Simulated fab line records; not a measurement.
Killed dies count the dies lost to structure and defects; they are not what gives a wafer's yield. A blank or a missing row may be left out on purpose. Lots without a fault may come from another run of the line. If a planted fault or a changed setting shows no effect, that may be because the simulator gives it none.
Split-lot study / flow n5Finfet / on a route of 1938 steps: 7 lots, 39 wafers read

ON THE SPLIT
At N5_BEOL_M0_SAQP_HM_DEP_111 (deposits SiO2 from SiH4/N2O, target thk 12 nm, time 7.2 s), the setting timeS was moved away from the recipe's 7.2 s on 12 of the 39 wafers read, by -58.0% to +26.0%. The other wafers ran this setting at the recipe's value.

FROM THE SPLIT TO THE READING: what the file shows between them, 4 steps
- N5_BEOL_M0_SAQP_COAT_81: time 60 s, resist thk 100 nm
- N5_BEOL_M0_SAQP_COAT_82: time 60 s, resist thk 30 nm
- N5_BEOL_M0_SAQP_ETCH_84: etches SOC in N2/H2, target depth 100 nm, overetch 20 nm, time 150 s
- N5_BEOL_M0_SAQP_STRIP_80: strips in N2/H2

THE READING
etch.depthNm (the simulator's own value, which no gauge read), in nm, at N5_BEOL_M0_SAQP_HM_OPEN_112 (chemistry CHF3/O2, target SiO2, stops on a-Si, target depth 12 nm, time 13.5 s). There is no usual value for it anywhere in the file. The 27 wafers here that ran the recipe average 11.896 nm, standard deviation 0.21 nm.

wafer=L076.1; tool, chamber at the split=pecvd-03, 0,1; timeS as run, s=8.734; against the recipe=+21.3%; etch.depthNm, nm=14.56; against lot-mates on the recipe=+2.463
wafer=L076.2; tool, chamber at the split=pecvd-03, 0,1; timeS as run, s=8.734; against the recipe=+21.3%; etch.depthNm, nm=14.51; against lot-mates on the recipe=+2.413
wafer=L076.3; tool, chamber at the split=pecvd-03, 2; timeS as run, s=7.2; against the recipe=recipe; etch.depthNm, nm=11.96; against lot-mates on the recipe=-
wafer=L076.4; tool, chamber at the split=pecvd-03, 2,0; timeS as run, s=7.2; against the recipe=recipe; etch.depthNm, nm=12.14; against lot-mates on the recipe=-
wafer=L076.5; tool, chamber at the split=pecvd-03, 1; timeS as run, s=8.734; against the recipe=+21.3%; etch.depthNm, nm=14.73; against lot-mates on the recipe=+2.633
wafer=L076.6; tool, chamber at the split=pecvd-03, 2,0; timeS as run, s=7.2; against the recipe=recipe; etch.depthNm, nm=12.19; against lot-mates on the recipe=-
wafer=L078.2; tool, chamber at the split=pecvd-02, 0; timeS as run, s=7.2; against the recipe=recipe; etch.depthNm, nm=11.82; against lot-mates on the recipe=-
wafer=L078.4; tool, chamber at the split=pecvd-02, 0; timeS as run, s=7.2; against the recipe=recipe; etch.depthNm, nm=11.98; against lot-mates on the recipe=-
wafer=L078.6; tool, chamber at the split=pecvd-02, 2; timeS as run, s=7.2; against the recipe=recipe; etch.depthNm, nm=12.38; against lot-mates on the recipe=-
wafer=L081.1; tool, chamber at the split=pecvd-02, 0; timeS as run, s=7.2; against the recipe=recipe; etch.depthNm, nm=11.6; against lot-mates on the recipe=-
wafer=L081.2; tool, chamber at the split=pecvd-02, 2,0,1; timeS as run, s=7.2; against the recipe=recipe; etch.depthNm, nm=12.07; against lot-mates on the recipe=-
wafer=L081.3; tool, chamber at the split=pecvd-02, 1; timeS as run, s=7.2; against the recipe=recipe; etch.depthNm, nm=11.9; against lot-mates on the recipe=-
wafer=L081.4; tool, chamber at the split=pecvd-02, 2,0,1; timeS as run, s=7.2; against the recipe=recipe; etch.depthNm, nm=12.05; against lot-mates on the recipe=-
wafer=L081.6; tool, chamber at the split=pecvd-02, 2,0,1; timeS as run, s=7.2; against the recipe=recipe; etch.depthNm, nm=12.05; against lot-mates on the recipe=-
wafer=L081.5; tool, chamber at the split=pecvd-02, 2; timeS as run, s=7.2; against the recipe=recipe; etch.depthNm, nm=12.23; against lot-mates on the recipe=-
wafer=L084.1; tool, chamber at the split=pecvd-03, 2; timeS as run, s=7.2; against the recipe=recipe; etch.depthNm, nm=11.97; against lot-mates on the recipe=-
wafer=L084.2; tool, chamber at the split=pecvd-03, 0; timeS as run, s=7.2; against the recipe=recipe; etch.depthNm, nm=11.6; against lot-mates on the recipe=-
wafer=L084.3; tool, chamber at the split=pecvd-03, 1,0; timeS as run, s=3.025; against the recipe=-58.0%; etch.depthNm, nm=4.85; against lot-mates on the recipe=-6.937
wafer=L084.4; tool, chamber at the split=pecvd-03, 1,0; timeS as run, s=3.025; against the recipe=-58.0%; etch.depthNm, nm=4.895; against lot-mates on the recipe=-6.892
wafer=L084.5; tool, chamber at the split=pecvd-03, 1; timeS as run, s=7.2; against the recipe=recipe; etch.depthNm, nm=11.79; against lot-mates on the recipe=-
wafer=L084.6; tool, chamber at the split=pecvd-03, 2; timeS as run, s=3.025; against the recipe=-58.0%; etch.depthNm, nm=5.061; against lot-mates on the recipe=-6.726
wafer=L087.1; tool, chamber at the split=pecvd-03, 1,2,0; timeS as run, s=7.2; against the recipe=recipe; etch.depthNm, nm=11.78; against lot-mates on the recipe=-
wafer=L087.2; tool, chamber at the split=pecvd-03, 0; timeS as run, s=9.075; against the recipe=+26.0%; etch.depthNm, nm=14.83; against lot-mates on the recipe=+3.067
wafer=L087.3; tool, chamber at the split=pecvd-03, 1,2,0; timeS as run, s=7.2; against the recipe=recipe; etch.depthNm, nm=11.74; against lot-mates on the recipe=-
wafer=L087.4; tool, chamber at the split=pecvd-03, 2,1; timeS as run, s=9.075; against the recipe=+26.0%; etch.depthNm, nm=15.25; against lot-mates on the recipe=+3.487
wafer=L087.5; tool, chamber at the split=pecvd-03, 1,2,0; timeS as run, s=7.2; against the recipe=recipe; etch.depthNm, nm=11.77; against lot-mates on the recipe=-
wafer=L087.6; tool, chamber at the split=pecvd-03, 2,1; timeS as run, s=9.075; against the recipe=+26.0%; etch.depthNm, nm=15.23; against lot-mates on the recipe=+3.467
wafer=L090.1; tool, chamber at the split=pecvd-03, 1,2; timeS as run, s=7.2; against the recipe=recipe; etch.depthNm, nm=11.69; against lot-mates on the recipe=-
wafer=L090.2; tool, chamber at the split=pecvd-03, 1,2; timeS as run, s=7.2; against the recipe=recipe; etch.depthNm, nm=11.68; against lot-mates on the recipe=-
wafer=L090.3; tool, chamber at the split=pecvd-03, 0; timeS as run, s=7.2; against the recipe=recipe; etch.depthNm, nm=11.83; against lot-mates on the recipe=-
wafer=L090.4; tool, chamber at the split=pecvd-03, 0; timeS as run, s=7.2; against the recipe=recipe; etch.depthNm, nm=11.9; against lot-mates on the recipe=-
wafer=L090.5; tool, chamber at the split=pecvd-03, 1; timeS as run, s=7.2; against the recipe=recipe; etch.depthNm, nm=11.96; against lot-mates on the recipe=-
wafer=L090.6; tool, chamber at the split=pecvd-03, 2; timeS as run, s=7.2; against the recipe=recipe; etch.depthNm, nm=12.12; against lot-mates on the recipe=-
wafer=L096.1; tool, chamber at the split=pecvd-02, 0,1; timeS as run, s=7.2; against the recipe=recipe; etch.depthNm, nm=11.51; against lot-mates on the recipe=-
wafer=L096.2; tool, chamber at the split=pecvd-02, 0,1; timeS as run, s=7.2; against the recipe=recipe; etch.depthNm, nm=11.59; against lot-mates on the recipe=-
wafer=L096.3; tool, chamber at the split=pecvd-02, 2; timeS as run, s=3.443; against the recipe=-52.2%; etch.depthNm, nm=5.802; against lot-mates on the recipe=-5.861
wafer=L096.4; tool, chamber at the split=pecvd-02, 0,2; timeS as run, s=3.443; against the recipe=-52.2%; etch.depthNm, nm=5.638; against lot-mates on the recipe=-6.025
wafer=L096.5; tool, chamber at the split=pecvd-02, 0,2; timeS as run, s=3.443; against the recipe=-52.2%; etch.depthNm, nm=5.591; against lot-mates on the recipe=-6.072
wafer=L096.6; tool, chamber at the split=pecvd-02, 1; timeS as run, s=7.2; against the recipe=recipe; etch.depthNm, nm=11.89; against lot-mates on the recipe=-
If several chambers appear in one row, that row covers several wafers at once and the file leaves open which wafer was in which chamber.

THE FIT
A straight line over all 39 wafers: etch.depthNm changes by +0.121 nm for each +1% of timeS; r = +1.00; the points scatter about the line by 0.2 nm.
The same after taking each lot's own level away (the mean of its wafers on the recipe; 39 wafers): +0.118 nm for each +1%; r = +1.00; scatter 0.18 nm.
Per that fit: largest timeS move, reading shift of 6.8 nm.
From 11.6633 to 12.0967 nm: that is the span of the lots' own levels, equal to 2.0 times the standard deviation above.
The two slopes agree, so the slope changes little with the lot-to-lot level.
Check: for one of the wafers moved furthest among these (-58.0%), held out of the fit, the line's prediction against its lot-mates is -6.79 nm. It came out at -6.94 nm against them.

OTHER SPLITS ON THESE WAFERS
Other splits were also applied to these wafers ahead of the reading. Each is held against what the fit with the lots' levels taken away leaves over:
other split on the same wafers=N5_ZERO_LAYER_DEVELOP_10 developTimeS; wafers away from the commonest value=18; r with etch.depthNm (lot level and that fit taken away)=+0.16
other split on the same wafers=N5_FIN_SAQP_PECVD_06 timeS; wafers away from the commonest value=12; r with etch.depthNm (lot level and that fit taken away)=-0.13

THE WHOLE CHAIN: every reading that the file lists as answering this split, in the file's order
step=N5_BEOL_M0_SAQP_HM_DEP_111; what it does=deposits SiO2 from SiH4/N2O, target thk 12 nm, time 7.2 s; reading=SiO2_of_BEOL_M0_SAQP_HM_DEP_111.thkNm (the simulator's own value, which no gauge read); change (the file's fit)=+0.118 nm for each +1% of the setting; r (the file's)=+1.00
step=N5_BEOL_M0_SAQP_HM_OPEN_112; what it does=chemistry CHF3/O2, target SiO2, stops on a-Si, target depth 12 nm, time 13.5 s; reading=etch.depthNm (the simulator's own value, which no gauge read); change (the file's fit)=+0.118 nm for each +1% of the setting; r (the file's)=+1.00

FILE'S OWN FIT
etch.depthNm changes by +0.118 nm for each +1% of timeS, r = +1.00.
